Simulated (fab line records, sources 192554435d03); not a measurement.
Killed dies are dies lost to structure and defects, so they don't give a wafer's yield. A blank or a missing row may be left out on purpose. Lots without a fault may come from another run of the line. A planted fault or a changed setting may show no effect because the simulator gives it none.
Chamber matching | flow n5_finfet | N5_DUMMY_GATE_ETCH_29 on rie_diel-02: 4 sister chambers
The step etches underlayer in N2/H2, target depth 13 nm. 16 wafers are shown with their chamber, then 8 later ones without.

WAFERS WITH THEIR CHAMBER
wafer  | chamber | showerhead_plenum_p_Torr (Torr) | throttle_valve_pct (%) | oes_product_au (a.u.)
L074.1 | 0       | 2.57                            | 18.22                  | 0.78
L074.2 | 2       | 2.36                            | 18.05                  | 0.83
L074.4 | 3       | 2.69                            | 17.60                  | 0.93
L075.1 | 0       | 2.57                            | 18.22                  | 0.77
L075.3 | 3       | 2.69                            | 17.62                  | 0.93
L075.4 | 1       | 2.42                            | 17.48                  | 0.73
L076.2 | 1       | 2.42                            | 17.47                  | 0.73
L076.3 | 0       | 2.57                            | 18.21                  | 0.76
L076.5 | 1       | 2.42                            | 17.48                  | 0.74
L083.2 | 0       | 2.56                            | 18.25                  | 0.75
L083.4 | 0       | 2.56                            | 18.22                  | 0.75
L083.5 | 1       | 2.42                            | 17.50                  | 0.72
L084.2 | 1       | 2.42                            | 17.51                  | 0.72
L084.5 | 3       | 2.68                            | 17.64                  | 0.90
L084.6 | 0       | 2.56                            | 18.24                  | 0.75
L085.2 | 0       | 2.56                            | 18.26                  | 0.75

SIGNATURES (means of the wafers above)
reading                  | chamber 0 | chamber 1 | chamber 2 | chamber 3 | scatter within a chamber
showerhead_plenum_p_Torr | 2.5643    | 2.4200    | 2.3600    | 2.6867    | 0.00445
throttle_valve_pct       | 18.2314   | 17.4880   | 18.0500   | 17.6200   | 0.0182
oes_product_au           | 0.7586    | 0.7280    | 0.8300    | 0.9200    | 0.0121
Rule: a wafer's distance from a chamber is the root of the sum, over the readings, of the square of ((its reading less the chamber's mean) divided by the reading's scatter). The wafer belongs to the nearest chamber; if the next one is less than 2 further off, it can't be placed. The scatter: the root of (the sum of the squares of (reading less its chamber's mean) over the shown wafers, divided by (wafers less chambers)).

WAFERS WITHOUT THEIR CHAMBER
wafer  | showerhead_plenum_p_Torr (Torr) | throttle_valve_pct (%) | oes_product_au (a.u.)
L085.3 | 2.68                            | 17.65                  | 0.89
L085.4 | 2.42                            | 17.50                  | 0.71
L092.4 | 2.41                            | 17.53                  | 0.71
L092.5 | 2.34                            | 18.10                  | 0.79
L092.6 | 2.68                            | 17.68                  | 0.89
L095.1 | 2.34                            | 18.10                  | 0.78
L095.3 | 2.55                            | 18.28                  | 0.73
L095.4 | 2.68                            | 17.66                  | 0.86

WHICH CHAMBER EACH WENT THROUGH
wafer  | from the rows above | in truth
L085.3 | 3                   | 3
L085.4 | 1                   | 1
L092.4 | 1                   | 1
L092.5 | 2                   | 2
L092.6 | 3                   | 3
L095.1 | 2                   | 2
L095.3 | 0                   | 0
L095.4 | 3                   | 3
Placed correctly: 8 of 8. Can't be placed from these rows: 0. Placed wrongly: 0.
